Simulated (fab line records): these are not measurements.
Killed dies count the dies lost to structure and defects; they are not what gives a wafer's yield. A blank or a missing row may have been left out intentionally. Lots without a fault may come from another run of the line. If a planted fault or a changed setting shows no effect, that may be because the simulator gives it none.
fab line records	flow nand-harc
[record] lots = 24	wafers = 72	last-day = 34
route steps=1302 shown P_M2@344 A_START@389 A_CHANNEL_HOLE_D1@451
lots with no fault: from the same line, run without faults
start-h: hours from the record's first day to the start of the lot's first wafer shown	wait-h: hours since the lot's step before	" repeats the value in the row above	L1.1+2: a row that stands for several wafers	- no value, or no start given	* or withheld: withheld	< > ~ a bound
route shown NAME@n: names a module that has steps shown in the file, with the first one's number in the route	usual: mean/standard deviation taken from wafers without a fault	same: alike in all rows	chamber/n: place in a boat	sites: per-site readings	_std_site: standard deviation of those values	_edge_site: outer sites' mean less inner sites'	radius-mm: for every site, how far away it sits from the centre of the wafer	mask NAME#n: copy n	behind: the most recent tool/chamber to have shaped the wafer	hold: cause of the lot's hold/its duration in hours/its outcome	device: the transistor (n, p or np) that didn't switch	end of line: the tests these same wafers got at the end of their route	where a step has no rows: the recipe by itself	killed: the dies lost at the first sort to structure and to defects; this is not the yield of the wafer	map: the dies of a wafer, with x for killed, . for not killed, _ for no die there
set.NAME: the setting the step ran with; set.NAME@STEP: the setting that earlier step ran with	model.NAME: the simulator's own value behind a step, which no gauge read
one table for each step of the route and one row for each wafer, over a sample of lots
services: the hour from which a tool's chamber was out of use, counted from the record's first day as start-h (under 0 if before that day), plus the number of hours and why
[[steps]]
[step NHARC_P_M2_CMP_23]
[recipe] t-overpolish-s = 20	target-thk-nm = 144.3
[usual] motor-current-A = 11.9/0.98	slurry-flow-ml-min = 149.9/0.46	time-to-endpoint-s = 27.3/2.5
lot.wafer	tool	chamber	start-h	wait-h	motor-current-A	slurry-flow-ml-min	time-to-endpoint-s
L074.1	cmp-03	0	136.96	-	11.0	150.3	28.6
L074.2	"	1	"	"	12.7	150.1	31.3
L074.3	"	3	"	"	13.5	149.3	30.9
L075.1	cmp-03	2	154.66	-	11.1	149.5	27.4
L075.2	"	3	"	"	13.4	149.9	33.3
L075.4	"	0	"	"	11.6	150.2	32.5
L076.3	cmp-03	1	156.25	-	12.2	149.8	32.1
L076.5	"	1	"	"	13.2	150.0	31.2
L076.6	"	2	"	"	10.7	150.0	29.2
L077.1	cmp-02	2	162.73	-	12.1	149.6	22.8
L077.2	"	3	"	"	13.0	149.5	24.1
L077.3	"	1	"	"	11.3	150.3	27.5
L078.1	cmp-02	2	168.82	-	12.3	149.7	24.1
L078.4	"	1	"	"	11.7	150.1	25.3
L078.5	"	3	"	"	12.8	150.0	23.5
L079.4	cmp-04	0	181.60	-	13.7	148.8	28.6
L079.6	"	3	"	"	11.3	150.3	28.4
L079.5	"	0	"	"	13.2	149.5	25.9
L080.2	cmp-02	3	190.77	-	13.1	150.1	30.3
L080.1	"	0	"	"	11.6	149.8	33.2
L080.4	"	2	"	"	12.2	149.1	28.3
L081.2	cmp-02	2	207.78	-	12.4	150.1	26.8
L081.3	"	1	"	"	11.6	150.6	30.1
L081.6	"	3	"	"	13.4	150.1	26.0
L082.2	cmp-02	1	208.58	-	11.9	150.5	25.7
L082.6	"	0	"	"	11.7	149.2	26.7
L082.5	"	1	"	"	11.8	151.1	25.5
L083.2	cmp-04	3	233.30	-	11.2	149.4	23.3
L083.4	"	2	"	"	10.7	149.2	24.2
L083.5	"	3	"	"	11.6	149.8	24.7
L084.4	cmp-03	1	235.58	-	12.5	150.4	29.3
L084.2	"	2	"	"	11.4	150.5	26.5
L084.6	"	0	"	"	11.2	150.6	27.4
L085.4	cmp-02	0	242.44	-	11.4	149.8	31.7
L085.2	"	1	"	"	11.0	149.9	25.9
L085.3	"	3	"	"	12.5	149.7	27.1
L086.2	cmp-03	0	256.48	-	11.0	150.4	27.9
L086.3	"	2	"	"	10.7	149.6	25.8
L086.5	"	0	"	"	11.3	149.7	29.0
L087.2	cmp-03	2	256.97	-	11.2	150.3	26.8
L087.3	"	0	"	"	10.7	150.1	28.1
L087.4	"	1	"	"	12.8	149.1	27.7
L088.3	cmp-04	0	280.21	-	13.5	149.8	24.5
L088.2	"	1	"	"	10.4	150.1	23.8
L088.6	"	1	"	"	10.7	149.8	26.3
L089.2	cmp-02	3	281.94	-	13.4	149.6	27.7
L089.1	"	0	"	"	11.5	149.8	30.5
L089.4	"	1	"	"	11.1	150.0	29.1
L090.3	cmp-02	0	299.71	-	11.2	149.9	26.4
L090.2	"	1	"	"	11.2	150.4	24.7
L090.6	"	3	"	"	12.8	150.4	25.8
L091.1	cmp-04	2	303.36	-	11.1	149.8	22.7
L091.3	"	0	"	"	13.5	149.8	26.0
L091.4	"	1	"	"	10.8	149.5	27.0
L092.1	cmp-03	0	311.01	-	10.7	149.9	30.2
L092.5	"	1	"	"	12.4	150.1	28.6
L092.6	"	2	"	"	11.0	150.3	27.9
L093.3	cmp-03	2	328.86	-	10.9	149.3	27.5
L093.1	"	0	"	"	11.2	150.7	28.0
L093.5	"	3	"	"	13.5	150.2	26.5
L094.3	cmp-02	3	336.85	-	12.2	150.0	26.3
L094.4	"	2	"	"	12.4	150.0	25.2
L094.5	"	3	"	"	12.5	149.6	25.3
L096.3	cmp-02	3	350.71	-	13.6	150.7	24.1
L096.4	"	0	"	"	10.6	149.8	29.8
L096.5	"	3	"	"	12.8	149.4	27.3
L095.4	cmp-04	0	351.43	-	14.1	150.0	28.6
L095.1	"	2	"	"	11.5	150.1	25.9
L095.5	"	0	"	"	14.1	150.4	29.1
L097.4	cmp-02	0	361.42	-	11.8	150.3	26.4
L097.1	"	1	"	"	11.7	149.7	26.1
L097.5	"	3	"	"	12.0	150.2	23.6
[step NHARC_A_START_INSPECT_01]
[usual] raw-defect-count = 3.5/1.7
lot.wafer	tool	chamber	start-h	wait-h	raw-defect-count
L074.1	defect-inspect-02	-	142.37	-	6
L074.2	"	-	"	"	3
L074.3	"	-	"	"	6
L075.1	defect-inspect-01	-	160.15	-	3
L075.2	"	-	"	"	7
L075.4	"	-	"	"	3
L076.3	defect-inspect-01	-	161.59	-	2
L076.5	"	-	"	"	0
L076.6	"	-	"	"	5
L077.1	defect-inspect-01	-	168.51	-	4
L077.2	"	-	"	"	1
L077.3	"	-	"	"	3
L078.1	defect-inspect-02	-	174.35	-	8
L078.4	"	-	"	"	2
L078.5	"	-	"	"	3
L079.4	defect-inspect-02	-	187.15	-	3
L079.5	"	-	"	"	5
L079.6	"	-	"	"	3
L080.1	defect-inspect-01	-	196.43	-	5
L080.2	"	-	"	"	3
L080.4	"	-	"	"	6
L081.2	defect-inspect-01	-	213.63	-	5
L081.3	"	-	"	"	4
L081.6	"	-	"	"	4
L082.2	defect-inspect-02	-	214.07	-	1
L082.5	"	-	"	"	6
L082.6	"	-	"	"	5
L083.2	defect-inspect-01	-	238.85	-	0
L083.4	"	-	"	"	3
L083.5	"	-	"	"	1
L084.2	defect-inspect-01	-	241.38	-	5
L084.4	"	-	"	"	2
L084.6	"	-	"	"	4
L085.2	defect-inspect-01	-	247.96	-	2
L085.3	"	-	"	"	1
L085.4	"	-	"	"	5
L086.2	defect-inspect-02	-	262.19	-	3
L086.3	"	-	"	"	3
L086.5	"	-	"	"	6
L087.2	defect-inspect-01	-	262.56	-	6
L087.3	"	-	"	"	2
L087.4	"	-	"	"	4
L088.2	defect-inspect-02	-	285.60	-	1
L088.3	"	-	"	"	4
L088.6	"	-	"	"	5
L089.1	defect-inspect-02	-	287.44	-	3
L089.2	"	-	"	"	4
L089.4	"	-	"	"	3
L090.2	defect-inspect-02	-	305.16	-	1
L090.3	"	-	"	"	6
L090.6	"	-	"	"	2
L091.1	defect-inspect-02	-	308.83	-	4
L091.3	"	-	"	"	3
L091.4	"	-	"	"	5
L092.1	defect-inspect-01	-	316.64	-	4
L092.5	"	-	"	"	4
L092.6	"	-	"	"	4
L093.1	defect-inspect-01	-	334.35	-	3
L093.3	"	-	"	"	3
L093.5	"	-	"	"	3
L094.3	defect-inspect-01	-	342.20	-	5
L094.4	"	-	"	"	2
L094.5	"	-	"	"	2
L096.3	defect-inspect-02	-	356.08	-	6
L096.4	"	-	"	"	4
L096.5	"	-	"	"	2
L095.1	defect-inspect-02	-	356.89	-	4
L095.4	"	-	"	"	6
L095.5	"	-	"	"	3
L097.1	defect-inspect-01	-	366.73	-	2
L097.4	"	-	"	"	0
L097.5	"	-	"	"	3
[step NHARC_A_CHANNEL_HOLE_D1_DEP_01]
[recipe] target-thk-a = 1400	target-thk-nm = 140	temp-c = 400	pressure-torr = 3.5	flow-sccm = 200	rf-w = 350	material = SiON
[usual] heater-power-outer-w = 480/49	heater-power-w = 796/66
lot.wafer	tool	chamber	start-h	wait-h	heater-power-outer-w	heater-power-w
L074.3	pecvd-04	0	181.41	1.0	375	639
L074.1	"	1	"	"	476	816
L074.2	"	2	"	"	459	770
L075.2	pecvd-01	2	197.12	1.3	417	743
L075.1	"	1	"	"	491	795
L075.4	"	1	"	"	489	811
L076.3	pecvd-04	2	199.32	1.0	513	849
L076.5	"	1	"	"	503	817
L076.6	"	2	"	"	523	872
L077.2	pecvd-03	1	205.71	1.3	445	690
L077.1	"	0	"	"	443	752
L077.3	"	1	"	"	443	697
L078.1	pecvd-04	2	219.06	1.6	522	851
L078.5	"	1	"	"	411	720
L078.4	"	2	"	"	530	834
L079.4	pecvd-03	1	225.42	0.7	516	791
L079.5	"	2	"	"	456	753
L079.6	"	0	"	"	492	808
L080.1	pecvd-03	1	234.71	1.6	458	739
L080.2	"	2	"	"	506	824
L080.4	"	2	"	"	519	814
L082.2	pecvd-03	2	253.47	1.3	525	835
L082.5	"	0	"	"	398	666
L082.6	"	1	"	"	517	835
L081.2	pecvd-03	0	253.65	1.3	491	778
L081.3	"	1	"	"	480	764
L081.6	"	0	"	"	494	795
L084.2	pecvd-03	1	281.59	1.3	466	752
L084.4	"	1	"	"	476	744
L084.6	"	0	"	"	493	787
L083.2	pecvd-04	2	282.18	1.3	539	904
L083.5	"	2	"	"	533	895
L083.4	"	0	"	"	414	704
L085.3	pecvd-03	0	286.02	1.0	431	710
L085.2	"	2	"	"	550	840
L085.4	"	2	"	"	562	877
L086.3	pecvd-01	2	306.14	1.0	505	885
L086.2	"	1	"	"	497	817
L086.5	"	2	"	"	514	897
L087.2	pecvd-03	1	307.07	1.3	472	727
L087.3	"	2	"	"	496	827
L087.4	"	2	"	"	513	838
L089.1	pecvd-01	1	325.19	1.6	494	805
L089.2	"	0	"	"	406	731
L089.4	"	1	"	"	504	805
L088.3	pecvd-01	0	325.40	1.0	404	724
L088.2	"	2	"	"	499	853
L088.6	"	0	"	"	410	746
L090.3	pecvd-03	2	343.38	1.0	542	862
L090.2	"	0	"	"	470	770
L090.6	"	0	"	"	478	775
L091.1	pecvd-03	1	353.16	1.6	462	752
L091.3	"	2	"	"	520	829
L091.4	"	0	"	"	470	814
L092.1	pecvd-01	2	359.32	1.7	489	852
L092.6	"	1	"	"	474	757
L092.5	"	0	"	"	459	805
L093.3	pecvd-01	0	371.95	1.0	391	716
L093.1	"	2	"	"	531	937
L093.5	"	0	"	"	403	722
L094.3	pecvd-03	2	387.56	1.0	564	896
L094.4	"	0	"	"	426	753
L094.5	"	1	"	"	493	790
L095.1	pecvd-03	2	396.43	1.7	571	921
L095.4	"	0	"	"	484	792
L095.5	"	1	"	"	562	877
L096.3	pecvd-04	1	397.16	1.0	532	915
L096.4	"	2	"	"	471	804
L096.5	"	0	"	"	425	706
L097.1	pecvd-01	0	406.90	1.6	442	770
L097.4	"	0	"	"	457	802
L097.5	"	2	"	"	557	927
[step NHARC_A_CHANNEL_HOLE_D1_ETCH_20]
[recipe] bias-v = 3000	source-w = withheld	pressure-mtorr = 20	time-s = 361.9	ar-flow-sccm = 375	c4f8-flow-sccm = 89.3	o2-flow-sccm = 35.7	temp-c = -20	target-depth-a = 16000	chemistry = C4F8/O2/Ar
[usual] drypump-motor-current-A = 5.9/0.3	o2-flow-sccm = 35.72/0.1	showerhead-plenum-p-Torr = 3.65/0.12	throttle-valve-pct = 32.155/0.0093
lot.wafer	tool	chamber	start-h	wait-h	drypump-motor-current-A	o2-flow-sccm	rf-hours-counter-h	showerhead-plenum-p-Torr	throttle-valve-pct
L074.2	har-etch-02	1	184.24	0.1	5.7	35.77	301	3.50	32.140
L074.1	"	0	"	"	6.2	35.73	301	3.76	32.162
L074.3	"	1	"	"	5.6	35.73	-	3.49	32.140
L075.2	har-etch-02	1	199.20	0.1	5.7	35.72	305	3.49	32.152
L075.1	"	0	"	"	6.2	35.73	305	3.76	32.170
L075.4	"	0	"	"	6.2	35.94	-	3.76	32.152
L076.3	har-etch-01	0	201.59	0.2	6.1	35.72	-	3.73	32.159
L076.5	"	0	"	"	6.0	35.81	-	3.73	32.150
L076.6	"	1	"	"	5.5	35.76	-	3.67	32.139
L077.2	har-etch-01	0	207.99	0.1	6.1	35.63	95	3.73	32.172
L077.1	"	1	"	"	5.4	35.78	95	3.67	32.159
L077.3	"	0	"	"	6.1	35.75	-	3.73	32.153
L078.1	har-etch-02	0	222.84	0.1	6.2	35.81	321	3.75	32.174
L078.4	"	0	"	"	6.2	35.76	-	3.75	32.155
L078.5	"	0	"	"	6.2	35.70	-	3.75	32.163
L079.4	har-etch-01	1	229.52	0.2	5.4	35.70	-	3.66	32.165
L079.6	"	1	"	"	5.4	35.77	-	3.66	32.142
L079.5	"	0	"	"	6.1	35.65	-	3.72	32.142
L080.1	har-etch-02	0	236.93	0.1	6.2	35.74	328	3.75	32.159
L080.2	"	1	"	"	5.7	35.79	328	3.48	32.162
L080.4	"	1	"	"	5.7	36.05	-	3.48	32.153
L082.2	har-etch-02	1	255.62	0.1	5.7	35.90	336	3.48	32.165
L082.5	"	1	"	"	5.6	35.72	-	3.48	32.161
L082.6	"	0	"	"	6.2	35.53	-	3.74	32.157
L081.2	har-etch-01	0	255.74	0.1	6.1	35.79	122	3.72	32.153
L081.3	"	1	"	"	5.5	35.75	-	3.65	32.162
L081.6	"	0	"	"	6.1	35.63	-	3.72	32.161
L084.2	har-etch-01	1	283.72	0.1	5.4	35.92	137	3.64	32.152
L084.4	"	0	"	"	6.1	35.74	-	3.71	32.141
L084.6	"	0	"	"	6.1	35.62	-	3.71	32.157
L083.2	har-etch-02	0	285.58	0.1	6.2	35.74	355	3.73	32.147
L083.4	"	1	"	"	5.7	35.82	-	3.47	32.149
L083.5	"	0	"	"	6.2	35.73	-	3.73	32.147
L085.2	har-etch-02	0	289.74	0.1	6.2	35.73	359	3.73	32.157
L085.3	"	0	"	"	6.2	35.89	-	3.73	32.146
L085.4	"	1	"	"	5.6	35.80	-	3.47	32.153
L086.2	har-etch-01	1	310.65	0.1	5.4	35.78	156	3.63	32.145
L086.3	"	1	"	"	5.4	35.57	-	3.63	32.146
L086.5	"	0	"	"	6.1	35.69	-	3.70	32.167
L087.2	har-etch-02	1	311.56	0.1	5.6	35.78	374	3.46	32.166
L087.3	"	0	"	"	6.2	35.65	-	3.72	32.139
L087.4	"	1	"	"	5.6	35.92	-	3.46	32.162
L089.1	har-etch-01	1	329.27	0.1	5.4	35.82	167	3.63	32.151
L089.2	"	0	"	"	6.0	35.74	167	3.69	32.148
L089.4	"	1	"	"	5.4	35.56	-	3.63	32.156
L088.2	har-etch-02	1	329.87	0.1	5.6	35.70	385	3.45	32.146
L088.3	"	1	"	"	5.6	35.58	-	3.45	32.139
L088.6	"	0	"	"	6.2	35.73	-	3.72	32.163
L090.2	har-etch-02	0	345.45	0.1	6.2	35.62	393	3.71	32.158
L090.3	"	0	"	"	6.2	35.61	-	3.71	32.144
L090.6	"	1	"	"	5.6	35.64	-	3.45	32.151
L091.1	har-etch-02	1	355.26	0.1	5.6	35.84	397	3.45	32.142
L091.3	"	0	"	"	6.2	35.48	-	3.71	32.155
L091.4	"	1	"	"	5.6	35.80	-	3.45	32.147
L092.1	har-etch-02	0	363.93	0.1	6.2	35.74	401	3.71	32.167
L092.6	"	0	"	"	6.2	35.87	-	3.71	32.160
L092.5	"	1	"	"	5.7	35.69	-	3.44	32.157
L093.1	har-etch-01	1	374.20	0.1	5.4	35.70	190	3.61	32.138
L093.3	"	1	"	"	5.4	35.71	-	3.61	32.156
L093.5	"	1	"	"	5.5	35.70	-	3.61	32.139
L094.4	har-etch-01	0	391.69	0.2	6.1	35.93	-	3.67	32.157
L094.3	"	1	"	"	5.4	35.50	-	3.61	32.162
L094.5	"	1	"	"	5.5	35.61	-	3.61	32.167
L095.1	har-etch-01	0	399.92	0.1	6.1	35.81	213	3.67	32.155
L095.4	"	0	"	"	6.1	35.78	-	3.67	32.159
L095.5	"	0	"	"	6.1	35.88	-	3.67	32.133
L096.4	har-etch-02	1	402.55	0.2	5.7	35.61	-	3.93	32.157
L096.3	"	0	"	"	6.1	35.81	-	3.70	32.159
L096.5	"	1	"	"	5.7	35.57	-	3.93	32.176
L097.1	har-etch-02	1	409.11	0.1	5.7	35.74	12	3.93	32.171
L097.4	"	1	"	"	5.6	35.66	-	3.93	32.157
L097.5	"	1	"	"	5.7	35.71	-	3.93	32.163
[step NHARC_A_CHANNEL_HOLE_D1_ETCH_23]
[recipe] bias-v = 5000	source-w = withheld	pressure-mtorr = 20	time-s = 819	ar-flow-sccm = 375	c4f8-flow-sccm = 89.3	o2-flow-sccm = 35.7	temp-c = -20	target-depth-a = 16000	chemistry = C4F8/O2/Ar
[usual] drypump-motor-current-A = 5.9/0.3	o2-flow-sccm = 35.73/0.11	showerhead-plenum-p-Torr = 3.65/0.12	throttle-valve-pct = 32.154/0.0091
lot.wafer	tool	chamber	start-h	wait-h	drypump-motor-current-A	o2-flow-sccm	rf-hours-counter-h	showerhead-plenum-p-Torr	throttle-valve-pct
L074.2	har-etch-02	1	185.57	0.5	5.6	35.73	303	3.50	32.153
L074.1	"	0	"	"	6.1	35.69	303	3.76	32.154
L074.3	"	1	"	"	5.7	35.56	-	3.50	32.151
L075.2	har-etch-02	1	200.53	0.5	5.7	35.64	307	3.49	32.156
L075.1	"	0	"	"	6.2	35.95	307	3.76	32.147
L075.4	"	0	"	"	6.2	35.83	-	3.76	32.149
L076.3	har-etch-01	0	203.04	0.5	6.0	35.71	-	3.73	32.158
L076.5	"	0	"	"	6.1	35.79	-	3.73	32.149
L076.6	"	1	"	"	5.4	35.58	-	3.67	32.150
L077.2	har-etch-01	0	209.32	0.5	6.1	35.60	96	3.73	32.147
L077.1	"	1	"	"	5.5	35.74	96	3.66	32.134
L077.3	"	0	"	"	6.1	35.80	-	3.73	32.164
L078.1	har-etch-02	0	224.18	0.5	6.2	35.79	322	3.75	32.159
L078.4	"	0	"	"	6.2	35.80	-	3.75	32.142
L078.5	"	0	"	"	6.2	35.78	-	3.75	32.171
L079.4	har-etch-01	1	230.97	0.5	5.4	35.78	-	3.66	32.149
L079.6	"	1	"	"	5.4	35.80	-	3.66	32.170
L079.5	"	0	"	"	6.1	35.77	-	3.72	32.149
L080.1	har-etch-02	0	238.27	0.5	6.2	35.60	330	3.75	32.150
L080.2	"	1	"	"	5.6	35.86	330	3.48	32.149
L080.4	"	1	"	"	5.6	35.62	-	3.48	32.163
L082.2	har-etch-02	1	256.95	0.5	5.6	35.65	337	3.48	32.158
L082.5	"	1	"	"	5.6	35.71	-	3.48	32.163
L082.6	"	0	"	"	6.2	35.43	-	3.74	32.162
L081.2	har-etch-01	0	257.08	0.5	6.1	35.74	123	3.71	32.158
L081.3	"	1	"	"	5.4	35.87	-	3.65	32.141
L081.6	"	0	"	"	6.1	35.62	-	3.71	32.158
L084.2	har-etch-01	1	285.11	0.5	5.4	35.76	138	3.64	32.138
L084.4	"	0	"	"	6.1	35.54	-	3.71	32.142
L084.6	"	0	"	"	6.1	35.87	-	3.71	32.142
L083.2	har-etch-02	0	286.90	0.5	6.2	35.66	356	3.73	32.173
L083.4	"	1	"	"	5.6	35.74	-	3.47	32.157
L083.5	"	0	"	"	6.2	35.70	-	3.73	32.161
L085.2	har-etch-02	0	291.04	0.5	6.2	35.66	360	3.73	32.150
L085.3	"	0	"	"	6.2	35.62	-	3.73	32.139
L085.4	"	1	"	"	5.6	35.80	-	3.47	32.143
L086.2	har-etch-01	1	312.04	0.5	5.4	35.78	157	3.63	32.163
L086.3	"	1	"	"	5.5	35.85	-	3.63	32.152
L086.5	"	0	"	"	6.1	35.81	-	3.70	32.161
L087.2	har-etch-02	1	312.94	0.5	5.6	35.82	375	3.46	32.148
L087.3	"	0	"	"	6.2	35.69	-	3.72	32.159
L087.4	"	1	"	"	5.7	35.76	-	3.46	32.159
L089.1	har-etch-01	1	330.60	0.5	5.5	35.88	169	3.63	32.158
L089.2	"	0	"	"	6.0	35.91	169	3.69	32.163
L089.4	"	1	"	"	5.5	36.00	-	3.63	32.126
L088.2	har-etch-02	1	331.19	0.5	5.6	35.63	387	3.45	32.151
L088.3	"	1	"	"	5.7	35.64	-	3.45	32.142
L088.6	"	0	"	"	6.2	35.68	-	3.72	32.144
L090.2	har-etch-02	0	346.78	0.5	6.2	35.66	394	3.71	32.154
L090.3	"	0	"	"	6.2	35.62	-	3.71	32.159
L090.6	"	1	"	"	5.7	35.83	-	3.45	32.145
L091.1	har-etch-02	1	356.64	0.5	5.6	35.63	398	3.45	32.160
L091.3	"	0	"	"	6.2	35.81	-	3.71	32.149
L091.4	"	1	"	"	5.6	35.55	-	3.45	32.155
L092.1	har-etch-02	0	365.25	0.5	6.2	35.66	402	3.71	32.164
L092.6	"	0	"	"	6.2	35.79	-	3.71	32.159
L092.5	"	1	"	"	5.7	35.86	-	3.44	32.143
L093.1	har-etch-01	1	375.60	0.5	5.4	35.70	192	3.61	32.155
L093.3	"	1	"	"	5.4	35.81	-	3.61	32.157
L093.5	"	1	"	"	5.4	35.74	-	3.61	32.153
L094.4	har-etch-01	0	393.14	0.5	6.1	35.84	-	3.67	32.146
L094.3	"	1	"	"	5.4	35.73	-	3.61	32.149
L094.5	"	1	"	"	5.4	35.94	-	3.61	32.165
L095.1	har-etch-01	0	401.25	0.5	6.0	35.66	214	3.67	32.152
L095.4	"	0	"	"	6.1	35.65	-	3.66	32.147
L095.5	"	0	"	"	6.1	35.78	-	3.67	32.153
L096.4	har-etch-02	1	403.99	0.5	5.7	35.68	-	3.93	32.155
L096.3	"	0	"	"	6.2	35.64	-	3.70	32.154
L096.5	"	1	"	"	5.6	35.86	-	3.93	32.163
L097.1	har-etch-02	1	410.43	0.5	5.7	35.81	13	3.93	32.165
L097.4	"	1	"	"	5.6	35.56	-	3.93	32.164
L097.5	"	1	"	"	5.6	35.57	-	3.93	32.157
[step NHARC_A_CHANNEL_HOLE_D1_ETCH_24]
[recipe] bias-v = 5000	source-w = withheld	pressure-mtorr = 20	time-s = 906.2	ar-flow-sccm = 375	c4f8-flow-sccm = 93.8	o2-flow-sccm = 31.2	temp-c = -20	target-depth-a = 15000	chemistry = C4F8/O2/Ar
[usual] drypump-motor-current-A = 5.9/0.3	o2-flow-sccm = 31.20/0.082	showerhead-plenum-p-Torr = 3.64/0.12	throttle-valve-pct = 32.236/0.0094
lot.wafer	tool	chamber	start-h	wait-h	drypump-motor-current-A	o2-flow-sccm	rf-hours-counter-h	showerhead-plenum-p-Torr	throttle-valve-pct
L074.2	har-etch-02	1	186.27	0.6	5.7	31.24	303	3.49	32.235
L074.1	"	0	"	"	6.2	31.30	303	3.76	32.237
L074.3	"	1	"	"	5.6	31.35	-	3.49	32.224
L075.2	har-etch-02	1	201.22	0.6	5.7	31.22	307	3.49	32.245
L075.1	"	0	"	"	6.2	31.24	307	3.76	32.228
L075.4	"	0	"	"	6.2	31.17	-	3.76	32.243
L076.3	har-etch-01	0	203.76	0.6	6.1	31.21	-	3.73	32.232
L076.5	"	0	"	"	6.1	31.09	-	3.73	32.226
L076.6	"	1	"	"	5.4	31.00	-	3.66	32.243
L077.2	har-etch-01	0	210.02	0.6	6.0	31.15	97	3.72	32.232
L077.1	"	1	"	"	5.5	31.21	97	3.66	32.243
L077.3	"	0	"	"	6.1	31.20	-	3.72	32.227
L078.1	har-etch-02	0	224.89	0.6	6.2	31.30	323	3.75	32.222
L078.4	"	0	"	"	6.2	31.26	-	3.75	32.226
L078.5	"	0	"	"	6.2	31.23	-	3.75	32.249
L079.4	har-etch-01	1	231.68	0.6	5.4	31.15	-	3.65	32.245
L079.6	"	1	"	"	5.4	31.24	-	3.65	32.224
L079.5	"	0	"	"	6.1	31.18	-	3.72	32.264
L080.1	har-etch-02	0	238.96	0.6	6.2	31.16	330	3.74	32.243
L080.2	"	1	"	"	5.7	31.01	330	3.48	32.229
L080.4	"	1	"	"	5.6	31.15	-	3.48	32.227
L082.2	har-etch-02	1	257.65	0.6	5.6	31.20	338	3.47	32.239
L082.5	"	1	"	"	5.7	31.23	-	3.47	32.240
L082.6	"	0	"	"	6.2	31.22	-	3.74	32.233
L081.2	har-etch-01	0	257.77	0.6	6.0	31.05	124	3.71	32.217
L081.3	"	1	"	"	5.4	31.38	-	3.65	32.234
L081.6	"	0	"	"	6.1	31.22	-	3.71	32.239
L084.2	har-etch-01	1	285.81	0.6	5.4	31.20	139	3.64	32.258
L084.4	"	0	"	"	6.1	31.33	-	3.70	32.226
L084.6	"	0	"	"	6.1	31.01	-	3.70	32.245
L083.2	har-etch-02	0	287.59	0.6	6.2	31.24	357	3.73	32.236
L083.4	"	1	"	"	5.6	31.25	-	3.46	32.234
L083.5	"	0	"	"	6.2	31.22	-	3.73	32.237
L085.2	har-etch-02	0	291.73	0.6	6.2	31.32	361	3.73	32.232
L085.3	"	0	"	"	6.2	31.34	-	3.73	32.227
L085.4	"	1	"	"	5.7	31.02	-	3.46	32.257
L086.2	har-etch-01	1	312.74	0.6	5.4	31.17	158	3.63	32.240
L086.3	"	1	"	"	5.4	31.25	-	3.63	32.245
L086.5	"	0	"	"	6.1	31.10	-	3.69	32.225
L087.2	har-etch-02	1	313.65	0.6	5.6	31.22	376	3.45	32.245
L087.3	"	0	"	"	6.2	31.26	-	3.72	32.242
L087.4	"	1	"	"	5.6	31.18	-	3.45	32.226
L089.1	har-etch-01	1	331.29	0.6	5.4	31.23	169	3.62	32.228
L089.2	"	0	"	"	6.1	31.12	169	3.69	32.232
L089.4	"	1	"	"	5.4	31.05	-	3.62	32.242
L088.2	har-etch-02	1	331.87	0.6	5.7	31.22	387	3.45	32.227
L088.3	"	1	"	"	5.7	31.20	-	3.45	32.222
L088.6	"	0	"	"	6.2	31.30	-	3.71	32.230
L090.2	har-etch-02	0	347.47	0.6	6.2	31.16	395	3.71	32.232
L090.3	"	0	"	"	6.2	31.25	-	3.71	32.237
L090.6	"	1	"	"	5.6	31.21	-	3.44	32.244
L091.1	har-etch-02	1	357.35	0.6	5.7	31.29	399	3.44	32.246
L091.3	"	0	"	"	6.2	31.19	-	3.71	32.225
L091.4	"	1	"	"	5.6	31.18	-	3.44	32.240
L092.1	har-etch-02	0	365.93	0.6	6.2	31.27	403	3.70	32.243
L092.6	"	0	"	"	6.2	31.23	-	3.70	32.236
L092.5	"	1	"	"	5.6	31.27	-	3.44	32.234
L093.1	har-etch-01	1	376.31	0.6	5.4	31.30	192	3.61	32.239
L093.3	"	1	"	"	5.5	31.20	-	3.61	32.235
L093.5	"	1	"	"	5.4	31.24	-	3.61	32.242
L094.4	har-etch-01	0	393.86	0.6	6.1	31.16	-	3.66	32.265
L094.3	"	1	"	"	5.4	31.06	-	3.60	32.228
L094.5	"	1	"	"	5.4	31.20	-	3.60	32.233
L095.1	har-etch-01	0	401.94	0.6	6.1	31.22	215	3.66	32.221
L095.4	"	0	"	"	6.1	31.19	-	3.66	32.230
L095.5	"	0	"	"	6.1	31.21	-	3.66	32.240
L096.4	har-etch-02	1	404.71	0.6	5.7	31.18	-	3.92	32.233
L096.3	"	0	"	"	6.2	31.30	-	3.69	32.237
L096.5	"	1	"	"	5.6	31.03	-	3.92	32.231
L097.1	har-etch-02	1	411.13	0.6	5.6	31.17	14	3.92	32.211
L097.4	"	1	"	"	5.7	31.17	-	3.92	32.238
L097.5	"	1	"	"	5.6	31.24	-	3.92	32.248
[[services]]
tool	chamber	start-h	hours	kind
pecvd-03	-	116.44	2.9	repair
pecvd-01	-	130.00	13.0	pm
cmp-02	-	134.59	4.0	pm
cmp-03	-	136.15	0.7	repair
pecvd-03	-	156.95	2.4	repair
cmp-02	-	158.99	2.9	repair
cmp-03	-	162.06	4.0	pm
cmp-02	-	163.97	3.2	repair
cmp-02	-	170.73	1.1	repair
pecvd-03	-	185.19	13.0	pm
pecvd-03	2	205.10	8.6	repair
pecvd-01	-	215.37	0.9	repair
cmp-02	-	232.59	4.0	pm
cmp-03	-	244.55	9.8	repair
cmp-03	-	260.06	4.0	pm
cmp-03	-	288.11	6.7	repair
cmp-03	-	299.89	0.6	repair
cmp-02	-	330.59	4.0	pm
cmp-03	-	358.06	4.0	pm
pecvd-03	0	363.25	18.7	repair
pecvd-03	-	366.19	13.0	pm
cmp-03	-	372.33	1.1	repair
har-etch-02	-	377.00	17.0	pm
cmp-03	-	382.05	2.4	repair
[[key]]
fault none
